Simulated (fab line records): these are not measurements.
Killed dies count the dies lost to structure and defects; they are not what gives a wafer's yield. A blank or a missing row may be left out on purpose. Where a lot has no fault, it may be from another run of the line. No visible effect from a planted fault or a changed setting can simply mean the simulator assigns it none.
Which tool is to blame? + flow nand harc + Sampling: 11 lots, 33 wafers, 5 of 1302 route steps

## WHAT THE GAUGES SHOWED, per wafer
NHARC_A_M1_THK_MEAS_24: measures by xrf. Usual: thk nm at 154.0 nm, with a standard deviation of 1.6.
| lot  | measured     | on            | thk nm (nm)       | flag |
|------|--------------|---------------|-------------------|------|
| L920 | day 22 14:49 | film metro-02 | 151.9 155.0 153.9 |      |
| L922 | day 23 17:20 | film metro-02 | 154.2 156.5 153.6 |      |
| L924 | day 24 09:59 | film metro-02 | 156.8 156.4 154.5 |      |
| L926 | day 25 05:44 | film metro-01 | 153.9 153.0 154.1 |      |
| L928 | day 26 05:04 | film metro-02 | 153.9 154.2 149.5 |      |
| L927 | day 26 10:30 | film metro-02 | 153.4 153.4 154.6 |      |
| L930 | day 27 09:17 | film metro-01 | 155.3 157.3 154.2 |      |
| L935 | day 29 20:47 | film metro-02 | 153.5 154.5 155.8 |      |
| L941 | day 31 14:02 | film metro-02 | 153.5 151.8 153.5 |      |
| L942 | day 32 02:49 | film metro-02 | 152.9 154.7 154.2 |      |
| L943 | day 32 03:47 | film metro-02 | 151.9 154.1 152.3 |      |

NHARC_A_BONDPAD_THK_MEAS_30: measures by ellipsometry. Usual: thk nm at 199.5 nm, with a standard deviation of 1.6.
| lot  | measured     | on            | thk nm (nm)       | flag |
|------|--------------|---------------|-------------------|------|
| L920 | day 22 16:20 | film metro-02 | 200.7 198.5 199.0 |      |
| L922 | day 23 18:50 | film metro-02 | 199.5 201.8 198.5 |      |
| L924 | day 24 11:30 | film metro-02 | 200.5 200.1 201.0 |      |
| L926 | day 25 07:15 | film metro-02 | 201.2 199.5 202.1 |      |
| L928 | day 26 06:35 | film metro-01 | 199.8 198.1 200.5 |      |
| L927 | day 26 12:01 | film metro-01 | 199.5 199.6 197.8 |      |
| L930 | day 27 10:48 | film metro-02 | 199.4 200.1 199.4 |      |
| L935 | day 29 22:17 | film metro-02 | 200.3 199.3 198.3 |      |
| L941 | day 31 15:33 | film metro-02 | 197.0 201.4 198.3 |      |
| L942 | day 32 04:20 | film metro-02 | 203.0 200.1 199.1 |      |
| L943 | day 32 05:19 | film metro-02 | 201.2 199.7 201.8 |      |

NHARC_END_SORT_01. Usual: value, then standard deviation, for each; defect limited yield 91 % / 3; killed at array 56 / 20; killed at other 0.9 / 1.1; killed at periphery 3.7 / 3; killed dies 61 / 21; killed open 2.9 / 1.6; killed short 2.6 / 1.4.
| lot  | measured     | on        | defect limited yield (%) | killed at array | killed at other | killed at periphery | killed dies | killed open | killed short | flag |
|------|--------------|-----------|--------------------------|-----------------|-----------------|---------------------|-------------|-------------|--------------|------|
| L920 | day 24 12:43 | prober-01 | 94 92 93                 | 37 52 45        | 0 1 0           | 5 1 5               | 42 54 50    | 3 2 2       | 3 1 1        |      |
| L922 | day 25 12:11 | prober-01 | 94 89 90                 | 37 69 61        | 2 0 1           | 2 4 3               | 41 73 65    | 4 1 4       | 3 2 3        |      |
| L924 | day 25 20:14 | prober-01 | 92 88 88                 | 54 77 76        | 1 0 0           | 1 3 5               | 56 80 81    | 3 4 3       | 2 4 3        |      |
| L926 | day 26 14:56 | prober-02 | 88 90 89                 | 76 63 72        | 0 1 0           | 2 2 1               | 78 66 73    | 0 3 2       | 3 4 2        |      |
| L928 | day 27 16:52 | prober-01 | 93 94 94                 | 46 38 35        | 0 0 1           | 1 3 2               | 47 41 38    | 5 2 3       | 6 1 5        |      |
| L927 | day 27 16:04 | prober-02 | 90 88 88                 | 64 77 83        | 0 0 0           | 4 1 1               | 68 78 84    | 6 3 2       | 2 3 2        |      |
| L930 | day 28 20:52 | prober-02 | 86 88 91                 | 89 77 58        | 2 2 1           | 5 2 3               | 96 81 62    | 0 1 5       | 2 1 4        |      |
| L935 | day 31 04:50 | prober-02 | 93 92 94                 | 43 49 40        | 0 0 0           | 4 2 2               | 47 51 42    | 2 2 2       | 3 3 3        |      |
| L941 | day 33 04:52 | prober-02 | 91 91 90                 | 57 54 63        | 5 4 2           | 0 4 1               | 62 62 66    | 2 2 4       | 2 3 3        |      |
| L942 | day 33 14:22 | prober-02 | 93 92 92                 | 44 50 52        | 2 1 1           | 4 2 4               | 50 53 57    | 2 2 2       | 0 5 4        |      |
| L943 | day 33 11:23 | prober-01 | 89 92 92                 | 73 52 49        | 1 0 1           | 3 3 2               | 77 55 52    | 3 2 4       | 2 4 1        |      |

## TOOL THAT RAN EACH LOT (tool first, then ch and the chambers of the sampled wafers, then the start)
| lot  | NHARC_A_BONDPAD_ETCH_34            | NHARC_A_BONDPAD_ETCH_12                       |
|------|------------------------------------|-----------------------------------------------|
| L920 | rie diel-12 ch 0,3, day 22 17:05   | rie diel-12 ch 0,2,3, day 24 12:43 or earlier |
| L922 | rie diel-12 ch 0,1,3, day 23 19:42 | rie diel-12 ch 0,2,3, day 25 12:11 or earlier |
| L924 | rie diel-02 ch 0,1,2, day 24 12:23 | rie diel-02 ch 0,1,2, day 25 20:14 or earlier |
| L926 | rie diel-12 ch 0,1,3, day 25 08:07 | rie diel-12 ch 0,2, day 26 14:56 or earlier   |
| L928 | rie diel-12 ch 0,3, day 26 07:27   | rie diel-12 ch 0,1,2, day 27 16:52 or earlier |
| L927 | rie diel-12 ch 1,2, day 26 12:53   | rie diel-12 ch 0,1,3, day 27 16:04 or earlier |
| L930 | rie diel-12 ch 0,1,2, day 27 11:40 | rie diel-12 ch 0,1,2, day 28 20:52 or earlier |
| L935 | rie diel-12 ch 1,2,3, day 29 23:08 | rie diel-12 ch 1,2,3, day 31 04:50 or earlier |
| L941 | rie diel-02 ch 0,2,3, day 31 16:25 | rie diel-02 ch 0,1,3, day 33 04:52 or earlier |
| L942 | rie diel-12 ch 0,1, day 32 05:06   | rie diel-12 ch 0,1,3, day 33 14:22 or earlier |
| L943 | rie diel-12 ch 1,2,3, day 32 06:11 | rie diel-12 ch 0,2,3, day 33 11:23 or earlier |
- NHARC_A_BONDPAD_ETCH_34: etches the open film in N2/H2, target depth 60 nm, overetch 18 nm, time 65.91 s.
- NHARC_A_BONDPAD_ETCH_12: etches the open film in CHF3/O2, target depth 220 nm, time 110 s.

## AS READ BY THE TOOLS THEMSELVES (means over the sampled wafers that have a number; for cases with no such wafer, the mark the record gives instead)
NHARC_A_BONDPAD_ETCH_34. Usual: value, then standard deviation, for each; bias w 150.0 W / 0.42; chamber pressure mTorr 29.998 mTorr / 0.028; drypump motor current A 5.5 A / 0.54; oes product au 1.008 a.u. / 0.012; rf vpp V 430.6 V / 2.3; showerhead plenum p Torr 2.04 Torr / 0.075; throttle valve pct 14.170 % / 0.0083.
| lot  | tool        | bias w (W) | chamber pressure mTorr (mTorr) | drypump motor current A (A) | oes product au (a.u.) | rf vpp V (V) | showerhead plenum p Torr (Torr) | throttle valve pct (%) | flag |
|------|-------------|------------|--------------------------------|-----------------------------|-----------------------|--------------|---------------------------------|------------------------|------|
| L920 | rie diel-12 | 149.7      | 29.998                         | 4.9                         | 0.998                 | 430.7        | 1.99                            | 14.174                 |      |
| L922 | rie diel-12 | 149.9      | 30.027                         | 5.2                         | 1.009                 | 429.8        | 2.04                            | 14.169                 |      |
| L924 | rie diel-02 | 149.9      | 29.984                         | 5.3                         | 1.021                 | 429.9        | 1.98                            | 14.175                 |      |
| L926 | rie diel-12 | 150.2      | 30.010                         | 5.2                         | 1.008                 | 430.1        | 2.04                            | 14.170                 |      |
| L928 | rie diel-12 | 150.4      | 30.001                         | 4.9                         | 1.011                 | 428.8        | 1.99                            | 14.162                 |      |
| L927 | rie diel-12 | 150.2      | 30.023                         | 6.0                         | 1.019                 | 432.0        | 2.07                            | 14.169                 |      |
| L930 | rie diel-12 | 150.3      | 29.965                         | 5.5                         | 1.000                 | 430.0        | 2.02                            | 14.164                 |      |
| L935 | rie diel-12 | 150.1      | 29.998                         | 5.6                         | 0.902                 | 431.7        | 2.09                            | 14.169                 | OFF  |
| L941 | rie diel-02 | 150.4      | 30.030                         | 5.5                         | 1.010                 | 431.3        | 2.08                            | 14.172                 |      |
| L942 | rie diel-12 | 150.0      | 29.982                         | 5.1                         | 1.017                 | 429.2        | 1.97                            | 14.169                 |      |
| L943 | rie diel-12 | 150.1      | 30.007                         | 5.6                         | 1.004                 | 432.3        | 2.09                            | 14.168                 |      |

NHARC_A_BONDPAD_ETCH_12. Usual: value, then standard deviation, for each; bias w 199.9 W / 0.68; chamber pressure mTorr 25.000 mTorr / 0.022; drypump motor current A 5.5 A / 0.52; oes product au 0.954 a.u. / 0.024; rf vpp V 370.6 V / 2; showerhead plenum p Torr 2.41 Torr / 0.085; throttle valve pct 20.572 % / 0.0091.
| lot  | tool        | bias w (W) | chamber pressure mTorr (mTorr) | drypump motor current A (A) | oes product au (a.u.) | rf vpp V (V) | showerhead plenum p Torr (Torr) | throttle valve pct (%) | flag |
|------|-------------|------------|--------------------------------|-----------------------------|-----------------------|--------------|---------------------------------|------------------------|------|
| L920 | rie diel-12 | 200.0      | 24.992                         | 5.3                         | 0.974                 | 370.5        | 2.40                            | 20.570                 |      |
| L922 | rie diel-12 | 200.5      | 24.985                         | 5.3                         | 0.963                 | 370.2        | 2.40                            | 20.579                 |      |
| L924 | rie diel-02 | 199.7      | 25.013                         | 5.3                         | 0.938                 | 369.6        | 2.34                            | 20.571                 |      |
| L926 | rie diel-12 | 199.8      | 24.982                         | 5.7                         | 0.978                 | 370.7        | 2.38                            | 20.573                 |      |
| L928 | rie diel-12 | 200.0      | 25.003                         | 5.5                         | 0.958                 | 370.3        | 2.38                            | 20.573                 |      |
| L927 | rie diel-12 | 200.3      | 25.013                         | 5.2                         | 0.938                 | 370.2        | 2.40                            | 20.566                 |      |
| L930 | rie diel-12 | 199.4      | 24.971                         | 5.5                         | 0.989                 | 369.2        | 2.38                            | 20.577                 |      |
| L935 | rie diel-12 | 199.3      | 24.983                         | 5.6                         | 0.923                 | 371.4        | 2.45                            | 20.571                 |      |
| L941 | rie diel-02 | 199.5      | 25.008                         | 5.7                         | 0.931                 | 369.2        | 2.37                            | 20.580                 |      |
| L942 | rie diel-12 | 200.1      | 24.993                         | 5.2                         | 0.924                 | 370.0        | 2.40                            | 20.577                 |      |
| L943 | rie diel-12 | 199.9      | 24.987                         | 5.3                         | 0.970                 | 371.1        | 2.40                            | 20.575                 |      |

## THE ANSWER, worked out from the rows above alone
Rule: take the mean of a lot's wafers that have a number; if it is more than 3 standard deviations from the usual mean, the lot is off. Also off: a lot with no number at a reading for which 4 or more lots have one. Where the step has rows for the other lots, those lots are counted as sound. The gauges are gone through in route order, then the tools' own readings, and for those a lot's mean is taken as printed above. The first step at which some lot is off is used, and at that step the reading that is off furthest; a lot without a number counts as furthest.
Off, at NHARC_A_BONDPAD_ETCH_34 on oes product au: L935.
If a tool, at that step or one of the process steps before it, ran each lot that is off and ran no sound lot following the first of them, it fits. No candidate that was tried fits.

## WHAT THE SIMULATOR PUT IN
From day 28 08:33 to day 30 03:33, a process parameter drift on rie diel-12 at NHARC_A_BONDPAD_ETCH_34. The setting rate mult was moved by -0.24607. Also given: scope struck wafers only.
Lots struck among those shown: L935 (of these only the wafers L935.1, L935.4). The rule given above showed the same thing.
